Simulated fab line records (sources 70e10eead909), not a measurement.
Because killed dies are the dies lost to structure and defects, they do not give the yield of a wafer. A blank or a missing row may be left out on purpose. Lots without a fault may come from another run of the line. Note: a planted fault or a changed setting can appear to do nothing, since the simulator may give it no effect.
The tool behind it: which one? | flow nandHarc | 12 lots with 36 wafers sampled at 6 steps, on a route of 1302 steps

## WHAT THE GAUGES READ, wafer by wafer
NHARC_P_M2_CD_MEAS_09 targets a cd of 170 nm. Usual: cdNm at 170.1 nm, with a standard deviation of 0.76.
lot  | measured     | on       | cdNm (nm)         | flag
L255 | day 6 13:36  | cdSem-03 | 170.8 171.1 171.2 | 
L254 | day 6 14:28  | cdSem-02 | 169.4 168.5 169.2 | 
L257 | day 7 13:55  | cdSem-01 | 170.2 170.7 169.6 | 
L259 | day 8 11:23  | cdSem-03 | 168.8 169.1 168.6 | 
L264 | day 10 14:26 | cdSem-01 | 106.3 106.5 106.0 | OFF
L265 | day 10 22:34 | cdSem-03 | 106.9 105.8 106.9 | OFF
L266 | day 11 19:34 | cdSem-03 | 169.8 169.6 169.4 | 
L268 | day 12 08:52 | cdSem-03 | 171.6 171.2 170.0 | 
L273 | day 14 03:56 | cdSem-03 | 170.0 169.9 170.5 | 
L274 | day 14 19:29 | cdSem-03 | 170.8 170.1 171.0 | 
L275 | day 14 23:22 | cdSem-02 | 170.5 169.3 169.4 | 
L277 | day 15 21:21 | cdSem-03 | 170.2 171.1 172.1 | 

NHARC_END_SORT_01. Usual: defectLimitedYield 90 % (standard deviation 3.8); killedAtArray 61 (standard deviation 26); killedAtOther 0.8 (standard deviation 1.1); killedAtPeriphery 4.0 (standard deviation 2.6); killedDies 66 (standard deviation 26); killedOpen 3.1 (standard deviation 1.7); killedShort 2.5 (standard deviation 1.5).
lot  | measured     | on        | defectLimitedYield (%) | killedAtArray | killedAtOther | killedAtPeriphery | killedDies  | killedOpen | killedShort | flag
L264 | day 28 19:53 | prober-01 | 0 0 0                  | 48 50 54      | 1 0 0         | 628 627 623       | 677 677 677 | 5 0 3      | 2 2 3       | OFF
L265 | day 29 18:49 | prober-02 | 0 0 0                  | 68 69 75      | 3 2 0         | 606 606 602       | 677 677 677 | 2 2 2      | 5 1 1       | OFF

## EACH LOT AND THE TOOL THAT RAN IT (in order: tool; ch and the chambers of the sampled wafers; start)
lot  | NHARC_P_M1_PRE_CLEAN_30                | NHARC_P_M1_PRE_CLEAN_32         | NHARC_P_M2_PEB_07                | NHARC_P_M2_DEGAS_29
L255 | pvdSputter-03, day 6 12:17 or earlier  | pecvd-02 ch 1,2, day 6 12:17    | lithoTrack-01 ch 0, day 6 13:31  | pvdSputter-01, day 6 14:49
L254 | pvdSputter-03, day 6 13:09 or earlier  | pecvd-02 ch 0,1, day 6 13:09    | lithoTrack-06 ch 0, day 6 14:23  | pvdSputter-02, day 6 15:41
L257 | pvdSputter-01, day 7 12:35 or earlier  | pecvd-03 ch 0,1,2, day 7 12:35  | lithoTrack-06 ch 0, day 7 13:50  | pvdSputter-02, day 7 15:08
L259 | pvdSputter-02, day 8 10:05 or earlier  | pecvd-03 ch 0,1,2, day 8 10:05  | lithoTrack-04 ch 0, day 8 11:19  | pvdSputter-01, day 8 12:36
L264 | pvdSputter-02, day 10 13:17 or earlier | pecvd-04 ch 0,1,2, day 10 13:17 | lithoTrack-06 ch 0, day 10 14:21 | pvdSputter-02, day 10 15:39
L265 | pvdSputter-02, day 10 21:15 or earlier | pecvd-03 ch 0,1,2, day 10 21:15 | lithoTrack-06 ch 0, day 10 22:29 | pvdSputter-01, day 10 23:47
L266 | pvdSputter-03, day 11 18:16 or earlier | pecvd-02 ch 1,2, day 11 18:16   | lithoTrack-04 ch 0, day 11 19:29 | pvdSputter-02, day 11 20:46
L268 | pvdSputter-03, day 12 07:33 or earlier | pecvd-02 ch 1,2, day 12 07:33   | lithoTrack-01 ch 0, day 12 08:47 | pvdSputter-03, day 12 10:04
L273 | pvdSputter-01, day 14 02:36 or earlier | pecvd-04 ch 0,1,2, day 14 02:36 | lithoTrack-06 ch 0, day 14 03:50 | pvdSputter-01, day 14 05:13
L274 | pvdSputter-01, day 14 18:18 or earlier | pecvd-03 ch 0,1,2, day 14 18:18 | lithoTrack-06 ch 0, day 14 19:24 | pvdSputter-01, day 14 20:44
L275 | pvdSputter-02, day 14 22:04 or earlier | pecvd-04 ch 0,2, day 14 22:04   | lithoTrack-04 ch 0, day 14 23:17 | pvdSputter-02, day 15 00:41
L277 | pvdSputter-02, day 15 20:02 or earlier | pecvd-03 ch 0,1,2, day 15 20:02 | lithoTrack-01 ch 0, day 15 21:16 | pvdSputter-02, day 15 22:33
- NHARC_P_M1_PRE_CLEAN_30: time 30 s.
- NHARC_P_M1_PRE_CLEAN_32: time 12 s.
- NHARC_P_M2_PEB_07: peb time 65 s.
- NHARC_P_M2_DEGAS_29: time 60 s.

## WHAT THE TOOLS THEMSELVES READ (means of the sampled wafers that have a number; where no wafer has one, the mark that the record gives instead)
NHARC_P_M1_PRE_CLEAN_30. Usual: heaterPowerW 407 W, standard deviation 36; susceptorTempC 280.01 C, standard deviation 0.17.
lot  | tool          | heaterPowerW (W) | susceptorTempC (C) | flag
L255 | pvdSputter-03 | 440              | 280.06             | 
L254 | pvdSputter-03 | 415              | 279.94             | 
L257 | pvdSputter-01 | 431              | 279.79             | 
L259 | pvdSputter-02 | 394              | 279.93             | 
L264 | pvdSputter-02 | 396              | 280.07             | 
L265 | pvdSputter-02 | 389              | 280.04             | 
L266 | pvdSputter-03 | 387              | 280.08             | 
L268 | pvdSputter-03 | 412              | 280.07             | 
L273 | pvdSputter-01 | 445              | 279.99             | 
L274 | pvdSputter-01 | 452              | -                  | OFF
L275 | pvdSputter-02 | 409              | 280.02             | 
L277 | pvdSputter-02 | 416              | 280.07             | 

NHARC_P_M1_PRE_CLEAN_32. Usual: heaterPowerW 634 W, standard deviation 71; rfFwdPowerW 292.6 W, standard deviation 0.85; susceptorTempC 370.00 C, standard deviation 0.2.
lot  | tool     | heaterPowerW (W) | rfFwdPowerW (W) | susceptorTempC (C) | flag
L255 | pecvd-02 | 564              | 292.9           | 369.95             | 
L254 | pecvd-02 | 688              | 292.7           | 369.78             | 
L257 | pecvd-03 | 590              | 292.2           | 370.05             | 
L259 | pecvd-03 | 619              | 292.1           | 370.15             | 
L264 | pecvd-04 | 672              | 293.6           | 370.10             | 
L265 | pecvd-03 | 688              | 291.9           | 369.93             | 
L266 | pecvd-02 | 559              | 291.4           | 369.97             | 
L268 | pecvd-02 | 540              | 292.2           | 369.87             | 
L273 | pecvd-04 | 665              | 292.5           | 370.10             | 
L274 | pecvd-03 | 682              | 292.6           | 370.07             | 
L275 | pecvd-04 | 705              | 292.6           | 370.02             | 
L277 | pecvd-03 | 676              | 292.8           | 370.14             | 

NHARC_P_M2_PEB_07. Usual: heaterPowerTotalW 156.6 W, standard deviation 0.42; plateTempC 99.99 C, standard deviation 0.13.
lot  | tool          | heaterPowerTotalW (W) | plateTempC (C) | flag
L255 | lithoTrack-01 | 156.9                 | 99.99          | 
L254 | lithoTrack-06 | 156.6                 | 99.97          | 
L257 | lithoTrack-06 | 157.1                 | 100.11         | 
L259 | lithoTrack-04 | 156.3                 | 100.09         | 
L264 | lithoTrack-06 | 129.6                 | 87.20          | OFF
L265 | lithoTrack-06 | 129.3                 | 87.33          | OFF
L266 | lithoTrack-04 | 156.4                 | 100.05         | 
L268 | lithoTrack-01 | 156.6                 | 99.92          | 
L273 | lithoTrack-06 | 156.9                 | 99.96          | 
L274 | lithoTrack-06 | 156.6                 | 100.00         | 
L275 | lithoTrack-04 | 156.4                 | 99.90          | 
L277 | lithoTrack-01 | 156.8                 | 100.05         | 

NHARC_P_M2_DEGAS_29. Usual: heaterPowerW 341 W, standard deviation 26; susceptorTempC 250.00 C, standard deviation 0.19.
lot  | tool          | heaterPowerW (W) | susceptorTempC (C) | flag
L255 | pvdSputter-01 | 365              | 250.06             | 
L254 | pvdSputter-02 | 315              | -                  | OFF
L257 | pvdSputter-02 | 313              | 250.10             | 
L259 | pvdSputter-01 | 355              | 249.82             | 
L264 | pvdSputter-02 | 329              | 250.22             | 
L265 | pvdSputter-01 | 370              | 249.89             | 
L266 | pvdSputter-02 | 330              | 250.08             | 
L268 | pvdSputter-03 | 316              | 249.96             | 
L273 | pvdSputter-01 | 364              | 249.89             | 
L274 | pvdSputter-01 | 369              | 250.18             | 
L275 | pvdSputter-02 | 340              | 249.89             | 
L277 | pvdSputter-02 | 346              | 249.99             | 

## THE ANSWER, worked out from the rows above alone
Rule: lot off if the mean of its wafers having a number is beyond 3 standard deviations from the usual mean. Also off: a lot with no number at a reading for which 4 or more lots have one. Where the step has rows for the other lots, those lots are counted as sound. The gauges are gone through in route order, then the tools' own readings, and for those a lot's mean is taken as printed above. The first step at which some lot is off is used, and at that step the reading that is off furthest; a lot without a number counts as furthest.
Off, at NHARC_P_M2_CD_MEAS_09 on cdNm: L264, L265.
If a tool, at a process step before that reading, ran all the lots that are off and no sound lot after the first of them, it fits. Not tried: the gauges at NHARC_P_M2_CD_MEAS_09; whatever is off there is also off at NHARC_END_SORT_01, on other tools, and gauge error can't account for it. Because NHARC_P_M1_PRE_CLEAN_30 lacks a start for some lots, the hours and order of its lots are taken from NHARC_P_M1_PRE_CLEAN_32. Of those tried, none fits.

## WHAT HAD BEEN PUT IN BY THE SIMULATOR
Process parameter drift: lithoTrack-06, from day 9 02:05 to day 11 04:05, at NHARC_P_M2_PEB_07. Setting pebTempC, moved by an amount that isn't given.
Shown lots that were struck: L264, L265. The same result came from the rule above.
